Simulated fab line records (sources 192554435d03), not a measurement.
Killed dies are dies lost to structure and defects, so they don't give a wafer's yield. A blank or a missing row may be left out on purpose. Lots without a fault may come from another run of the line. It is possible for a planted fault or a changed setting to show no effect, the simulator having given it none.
fab line records	flow n5Finfet
record: lots: 7	wafers: 21	lastDay: 16
route steps=1938 shown BEOL_M8@1386 PASSIVATION@1936
lots untouched by any fault: they come from a run of this same line in which no faults occurred
startH: the number of hours between the record's first day and the start of the first shown wafer of the lot	waitH: hours since the lot's step before	" repeats the value in the row above	L1.1+2: one row covering several wafers at once	- no value, or no start was given	* or withheld: withheld	< > ~ a bound
route shown NAME@n: names a module that has steps shown in the file, with the first one's number in the route	usual: the fault-free wafers' mean and standard deviation	same: alike in all rows	chamber/n: place in a boat	sites: each site's reading	_std_site: how widely they spread, as a standard deviation	_edge_site: mean of outer sites minus mean of inner sites	radiusMm: how far each site lies from the wafer's centre	mask NAME#n: copy n	behind: tool/chamber where the wafer was last shaped	hold: reason for holding the lot/hours on hold/outcome of the hold	device: the transistor (n, p or np) that didn't switch	end of line: the route-end tests of the same wafers	step lacking rows: just its recipe	killed: count of dies lost to structure and defects at first sort (not the wafer's yield)	map: per-die view of a wafer (x killed, . not killed, _ where there is no die)
set.NAME: the setting as run; set.NAME@STEP: as run at that earlier step	model.NAME: the simulator's own value behind a step, which no gauge read
lots at selected steps of the route; one table per step, one row per wafer
services: the hour from which a tool's chamber was out of use, counted from the record's first day as startH (under 0 if before that day), plus the number of hours and why
== steps ==
step: N5_BEOL_M8_CURE_75
recipe: tempC: 370	timeS: 120	ambient: DMADMS/He	material: SiCOH_lowk
usual: lampPowerPct: 52.31/0.056	wafer_temp_C_max: 371.7/0.47
lot.wafer	tool	chamber	startH	waitH	lampPowerPct	wafer_temp_C_max
L264.1	uvCure-03	2	216.95	0.0	52.26	372.3
L264.4	"	2	"	"	52.30	371.9
L264.6	"	2	"	"	52.32	372.0
L266.1	uvCure-02	1	225.68	0.6	52.33	371.2
L266.2	"	1	"	"	52.30	371.3
L266.6	"	1	"	"	52.44	371.2
L270.2	uvCure-01	0	239.57	0.2	52.25	372.6
L270.3	"	0	"	"	52.37	371.6
L270.4	"	0	"	"	52.32	372.0
L271.3	uvCure-01	1	258.72	0.3	52.40	371.9
L271.5	"	1	"	"	52.36	372.2
L271.6	"	1	"	"	52.22	371.6
L273.3	uvCure-02	1	275.52	0.2	52.33	371.3
L273.5	"	1	"	"	52.31	371.4
L273.6	"	1	"	"	52.33	371.0
L279.3	uvCure-01	1	300.16	0.3	52.27	371.5
L279.4	"	1	"	"	52.27	371.4
L279.6	"	1	"	"	52.39	371.9
L281.2	uvCure-01	1	323.57	0.1	52.18	372.9
L281.3	"	1	"	"	52.32	372.2
L281.6	"	1	"	"	52.38	371.3
step: N5_BEOL_M8_DEGAS_44
recipe: ambient: vacuum	tempC: 250	timeS: 60
step: N5_BEOL_M8_PRE_CLEAN_45
recipe: gas: H2/He	timeS: 30	tempC: 250
usual: heaterPowerW: 329/26	susceptorTempC: 250.03/0.18
lot.wafer	tool	chamber	startH	waitH	heaterPowerW	susceptorTempC
L264.1	pvdSputter-02	-	217.70	0.0	361	250.15
L264.4	"	-	"	"	316	249.79
L264.6	"	-	"	"	319	249.63
L266.1	pvdSputter-02	-	226.07	0.0	349	249.86
L266.2	"	-	"	"	359	250.02
L266.6	"	-	"	"	324	250.29
L270.2	pvdSputter-01	-	240.92	0.0	305	250.17
L270.3	"	-	"	"	355	249.74
L270.4	"	-	"	"	314	249.99
L271.3	pvdSputter-02	-	259.47	0.0	349	249.96
L271.5	"	-	"	"	358	250.11
L271.6	"	-	"	"	320	250.23
L273.3	pvdSputter-03	-	275.80	0.0	281	249.90
L273.5	"	-	"	"	327	250.02
L273.6	"	-	"	"	322	250.01
L279.3	pvdSputter-02	-	300.56	0.0	373	250.18
L279.4	"	-	"	"	357	250.05
L279.6	"	-	"	"	315	249.99
L281.2	pvdSputter-03	-	323.91	0.0	285	250.14
L281.3	"	-	"	"	294	250.22
L281.6	"	-	"	"	318	249.99
step: N5_BEOL_M8_ALD_77
recipe: material: TaN	targetThkA: 20	tempC: 275	aldPrecursorFamily: PDMAT	aldCoReactant: NH3	pressureTorr: 3	carrierFlowSccm: 1500	pulseTimeS: 2	purgeTimeS: 3	coReactantPurgeTimeS: 2	coReactantPulseTimeS: 3	aldCycles: 40	precursorVesselTempC: 75	precursorVesselPressureTorr: 26.25	precursorVesselCarrierSccm: 1000
usual: heaterPowerW: 416/37	susceptorTempC: 275.01/0.18
lot.wafer	tool	chamber	startH	waitH	heaterPowerW	susceptorTempC
L264.1	aldMetal-03	3	217.77	0.1	408	275.14
L264.4	"	0	"	"	332	274.91
L264.6	"	0	"	"	343	274.96
L266.1	aldMetal-01	2	226.13	0.0	384	275.21
L266.2	"	1	"	"	451	275.00
L266.6	"	2	"	"	378	275.30
L270.2	aldMetal-02	1	240.98	0.0	379	274.97
L270.3	"	0	"	"	453	275.16
L270.4	"	2	"	"	443	275.16
L271.3	aldMetal-02	1	259.63	0.1	380	274.71
L271.5	"	1	"	"	384	274.98
L271.6	"	0	"	"	446	275.02
L273.3	aldMetal-02	1	275.88	0.1	385	274.72
L273.5	"	3	"	"	438	275.26
L273.6	"	0	"	"	450	274.96
L279.3	aldMetal-02	1	300.85	0.3	384	275.10
L279.4	"	3	"	"	437	274.87
L279.6	"	0	"	"	460	274.62
L281.2	aldMetal-01	0	323.97	0.0	425	274.80
L281.3	"	1	"	"	453	274.79
L281.6	"	0	"	"	414	275.09
step: N5_BEOL_M8_SURFACE_TREAT_79
recipe: gas: Ar	timeS: *	ionEnergyEv: *	ionCurrentMaCm2: 0.5	pressureMtorr: *	arFlowSccm: 30
usual: throttleValvePct: *
lot.wafer	tool	chamber	startH	waitH	throttleValvePct
L264.1	pvdSputter-02	-	218.06	0.2	*
L264.4	"	-	"	"	*
L264.6	"	-	"	"	*
L266.1	pvdSputter-02	-	226.47	0.2	*
L266.2	"	-	"	"	*
L266.6	"	-	"	"	*
L270.2	pvdSputter-03	-	241.27	0.2	*
L270.3	"	-	"	"	*
L270.4	"	-	"	"	*
L271.3	pvdSputter-01	-	260.05	0.3	*
L271.5	"	-	"	"	*
L271.6	"	-	"	"	*
L273.3	pvdSputter-02	-	276.23	0.2	*
L273.5	"	-	"	"	*
L273.6	"	-	"	"	*
L279.3	pvdSputter-01	-	302.02	1.0	*
L279.4	"	-	"	"	*
L279.6	"	-	"	"	*
L281.2	pvdSputter-03	-	324.35	0.3	*
L281.3	"	-	"	"	*
L281.6	"	-	"	"	*
step: N5_BEOL_M8_CVD_78
recipe: material: Co	targetThkA: 20	tempC: withheld	precursor: CCTBA/H2	pressureTorr: 30	timeS: 142.3
step: N5_BEOL_M8_SPUTTER_48
recipe: material: Cu	targetThkA: 100	tempC: -20	biasV: 60	powerW: 26000	chamberPressurePa: 0.13	timeS: 1.667
step: N5_BEOL_M8_ECD_50
recipe: material: Cu	targetThkA: 3000
step: N5_BEOL_M8_ANNEAL_51
recipe: tempC: 225	timeS: 90	ambient: N2
step: N5_BEOL_M8_CMP_52
recipe: stopOn: SiCOH_lowk	tOverpolishS: 6.9	downForcePsi: 1	platenRpm: 50	clearingPlatenDownForcePsi: 1.5	clearingPlatenRpm: 50	postCmpClean: cuAlkaline	targetThkNm: 80	clearingPlatenPadVelocityMS: 0.99484	padVelocityMS: 0.99484
usual: barrierFieldEndpointS: 29.1/0.74	motorCurrentA: 6.6/0.72	overpolishRunS: 6.901/0.0086	padLifeWafers: 1002/640	slurryFlowMlMin: 150.0/0.44	timeToEndpointS: 63/3.6
lot.wafer	tool	chamber	startH	waitH	barrierFieldEndpointS	motorCurrentA	overpolishRunS	padLifeWafers	slurryFlowMlMin	timeToEndpointS
L264.1	cmp-02	3	218.89	0.3	29.1	6.5	6.911	2016	150.0	62
L264.4	"	2	"	"	28.2	5.9	6.894	2019	149.8	55
L264.6	"	3	"	"	29.2	6.7	6.917	-	149.7	63
L266.2	cmp-03	0	228.55	0.3	28.0	7.5	6.906	2	149.5	63
L266.1	"	1	"	"	27.7	6.1	6.897	3	149.5	59
L266.6	"	3	"	"	28.9	6.9	6.893	-	150.6	64
L270.3	cmp-04	2	242.00	0.2	28.8	7.1	6.906	1189	149.9	68
L270.4	"	3	"	"	29.2	5.7	6.912	1190	149.7	65
L270.2	"	0	"	"	28.5	6.3	6.895	1191	149.9	60
L271.3	cmp-03	0	261.15	0.2	29.5	7.4	6.918	265	149.6	67
L271.6	"	3	"	"	30.5	7.7	6.901	-	149.6	68
L271.5	"	0	"	"	29.6	7.0	6.900	-	150.0	64
L273.3	cmp-02	0	277.62	0.2	29.0	7.0	6.905	404	149.6	60
L273.6	"	2	"	"	28.8	5.8	6.919	-	150.0	57
L273.5	"	3	"	"	30.2	6.4	6.892	-	149.8	66
L279.3	cmp-04	0	302.77	0.2	29.3	5.9	6.910	1662	149.9	66
L279.4	"	1	"	"	29.5	7.5	6.902	1663	149.7	66
L279.6	"	0	"	"	30.0	5.8	6.919	-	149.5	66
L281.3	cmp-03	2	325.15	0.3	29.0	5.3	6.895	716	149.7	65
L281.2	"	3	"	"	29.7	7.7	6.896	717	149.6	67
L281.6	"	1	"	"	27.7	5.8	6.895	-	149.2	60
step: N5_BEOL_M8_THK_MEAS_53
recipe: thkMeasGauge: xrf	reads: Cu_of_BEOL_M8_ECD_50
usual: M8_THK: 79.3/2.2
lot.wafer	tool	chamber	startH	waitH	M8_THK[nm]
L264.1	filmMetro-01	-	219.18	-	77.8
L264.4	"	-	"	"	77.8
L264.6	"	-	"	"	80.3
L266.1	filmMetro-02	-	228.76	-	80.9
L266.2	"	-	"	"	79.1
L266.6	"	-	"	"	78.7
L270.2	filmMetro-02	-	242.26	-	77.9
L270.3	"	-	"	"	80.6
L270.4	"	-	"	"	80.5
L271.3	filmMetro-02	-	261.41	-	83.0
L271.5	"	-	"	"	80.3
L271.6	"	-	"	"	79.6
L273.3	filmMetro-01	-	277.84	-	76.2
L273.5	"	-	"	"	76.8
L273.6	"	-	"	"	75.7
L279.3	filmMetro-02	-	303.06	-	78.0
L279.4	"	-	"	"	80.0
L279.6	"	-	"	"	79.2
L281.2	filmMetro-01	-	325.37	-	81.3
L281.3	"	-	"	"	80.2
L281.6	"	-	"	"	80.1
step: N5_BEOL_M8_PRE_CLEAN_55
recipe: gas: NH3	timeS: 15	tempC: withheld	rfPowerW: 300
step: N5_BEOL_M8_DEP_56
recipe: material: SiCN	targetThkA: 100	tempC: withheld	precursor: 3MS/NH3	pressureTorr: 3	rfW: 202	timeS: 17.5
usual: showerheadPlenumPTorr: 3.662/0.013	throttleValvePct: 8.9/0.31
lot.wafer	tool	chamber	startH	waitH	showerheadPlenumPTorr	throttleValvePct
L264.1	pecvd-02	1	219.26	0.0	3.667	9.1
L264.4	"	0	"	"	3.674	8.6
L264.6	"	1	"	"	3.657	9.2
L264.1	pecvd-02	1	219.48	0.2	3.660	9.3
L264.4	"	0	"	"	3.671	8.7
L264.6	"	1	"	"	3.655	9.4
L266.1	pecvd-02	1	228.84	0.0	3.663	9.3
L266.2	"	0	"	"	3.671	8.7
L266.6	"	0	"	"	3.677	8.4
L266.1	pecvd-02	1	229.06	0.2	3.661	9.2
L266.2	"	0	"	"	3.666	8.5
L266.6	"	0	"	"	3.665	8.4
L270.2	pecvd-03	2	242.32	0.0	3.646	8.4
L270.3	"	1	"	"	3.663	9.4
L270.4	"	2	"	"	3.641	8.2
L270.2	pecvd-03	2	242.52	0.2	3.637	8.5
L270.3	"	1	"	"	3.673	8.8
L270.4	"	2	"	"	3.641	8.1
L271.3	pecvd-04	1	261.47	0.0	3.678	8.9
L271.5	"	0	"	"	3.643	9.1
L271.6	"	2	"	"	3.659	8.7
L273.3	pecvd-03	1	277.90	0.0	3.660	9.4
L273.5	"	2	"	"	3.644	8.3
L273.6	"	1	"	"	3.667	9.1
L279.3	pecvd-04	2	303.12	0.0	3.666	8.8
L279.4	"	2	"	"	3.666	8.6
L279.6	"	0	"	"	3.661	9.0
L281.2	pecvd-03	0	325.43	0.0	3.663	8.6
L281.3	"	1	"	"	3.666	9.6
L281.6	"	0	"	"	3.653	9.0
step: N5_BEOL_M8_RS_MEAS_57
recipe: thkMeasGauge: four-point-probe	reads: Cu_of_BEOL_M8_ECD_50+Co_of_BEOL_M8_CVD_78+TaN_of_BEOL_M8_ALD_77
usual: M8_RS: 0.287/0.0099
lot.wafer	tool	chamber	startH	waitH	M8_RS[ohm/sq]
L264.1	filmMetro-01	-	219.59	0.1	0.296
L264.4	"	-	"	"	0.292
L264.6	"	-	"	"	0.284
L266.1	filmMetro-02	-	229.15	0.1	0.277
L266.2	"	-	"	"	0.286
L266.6	"	-	"	"	0.288
L270.2	filmMetro-01	-	242.59	0.1	0.291
L270.3	"	-	"	"	0.280
L270.4	"	-	"	"	0.280
L271.3	filmMetro-01	-	261.54	0.1	0.270
L271.5	"	-	"	"	0.281
L271.6	"	-	"	"	0.283
L273.3	filmMetro-02	-	277.97	0.1	0.305
L273.5	"	-	"	"	0.301
L273.6	"	-	"	"	0.305
L279.3	filmMetro-01	-	303.19	0.1	0.291
L279.4	"	-	"	"	0.283
L279.6	"	-	"	"	0.286
L281.2	filmMetro-01	-	325.50	0.1	0.275
L281.3	"	-	"	"	0.279
L281.6	"	-	"	"	0.280
step: N5_PASSIVATION_PROBE_49
usual: defectLimitedYield: 91.3/1.5	killed_at_M0_to_M3: 35/10	killed_at_M4_up: 12/4.6	killedAtContacts: 13/6.6	killedAtFrontEnd: 39/11	killedAtOther: 4/3.4	killedDies: 103/17	killedOpen: 67/13	killedShort: 35/8.2	sort_bin_5_function: 5.1/0.94	sort_bin_6_memory: 3.2/0.7	sortNPass: 1077/17	sortYieldPct: 91.3/1.5
same: grossDies: 1180	killedAtBackSide: 0	sort_bin_4_leakage[%]: 0	sort_bin_8_speed[%]: 0
lot.wafer	tool	chamber	startH	waitH	defectLimitedYield[%]	killed_at_M0_to_M3	killed_at_M4_up	killedAtContacts	killedAtFrontEnd	killedAtOther	killedDies	killedOpen	killedShort	sort_bin_5_function[%]	sort_bin_6_memory[%]	sortNPass	sortYieldPct[%]
L273.3	prober-01	-	337.60	0.1	92.5	34	11	2	39	3	89	59	29	4.7	2.5	1091	92.5
L273.6	prober-01	-	337.75	0.3	89.8	57	8	11	43	1	120	77	40	5.4	4.3	1060	89.8
killed by level:class
L273.3 STI_FIN_REVEAL:geometricParticle:open=18 BEOL_M3:geometricParticle:open=8 BEOL_M0_SAQP:geometricParticle:short=7 BEOL_M0_SAQP:geometricParticle:open=6 BEOL_M1:geometricParticle:open=6 FIN_SAQP:geometricParticle:short=5 STI_FIN_REVEAL:geometricParticle:short=4 BEOL_M4:geometricParticle:open=4
L273.6 BEOL_M1:geometricParticle:open=23 STI_FIN_REVEAL:geometricParticle:open=17 FIN_SAQP:geometricParticle:short=9 MOL_CONTACT_COAG:geometricParticle:open=8 BEOL_M2:geometricParticle:open=8 STI_FIN_REVEAL:geometricParticle:short=6 BEOL_M0_SAQP:geometricParticle:open=5 BEOL_M3:geometricParticle:short=4
== services ==
tool	chamber	startH	hours	kind
cmp-04	-	198.53	0.2	repair
cmp-02	-	200.12	5.6	pm
cmp-03	-	200.63	2.1	repair
aldMetal-01	1	202.78	8.2	repair
uvCure-01	-	217.77	2.1	pm
pecvd-02	1	220.64	5.0	repair
uvCure-02	-	221.96	3.4	pm
cmp-02	-	224.03	4.0	pm
cmp-03	-	224.29	4.0	pm
cmp-04	-	233.49	3.8	repair
uvCure-02	-	235.10	28.1	pm
cmp-02	-	235.30	2.8	repair
uvCure-01	-	249.88	0.8	repair
cmp-03	-	253.93	3.2	repair
aldMetal-02	-	274.06	0.6	repair
uvCure-01	-	277.81	1.0	repair
cmp-02	-	286.37	0.2	repair
aldMetal-01	-	287.18	1.2	pm
uvCure-01	-	291.28	2.8	pm
cmp-03	-	296.25	6.3	repair
pecvd-03	1	312.99	7.4	repair
pvdSputter-02	-	316.01	7.5	repair
pecvd-02	-	316.90	14.6	pm
aldMetal-02	-	323.23	1.4	repair
== key ==
firstSign: step: N5_BEOL_M8_DEP_56	reading: visit	direction: added
effect none on later readings
metAt N5_BEOL_M8_DEP_56
struckWafers L264.1,L264.4,L264.6,L266.1,L266.2,L266.6,L270.2,L270.3,L270.4
rowsEnd L266.1,L266.2,L266.6,L270.2,L270.3,L270.4
fault: kind: repeatedStepWhole	tool: pecvd-02,pecvd-03,pecvd-04	chamber: -	onsetH: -	steps: N5_BEOL_M8_DEP_56	times: 1	scope: struckLotsOnly
rowsEnd: these wafers met a further fault down the route, and their rows from its step on are left out
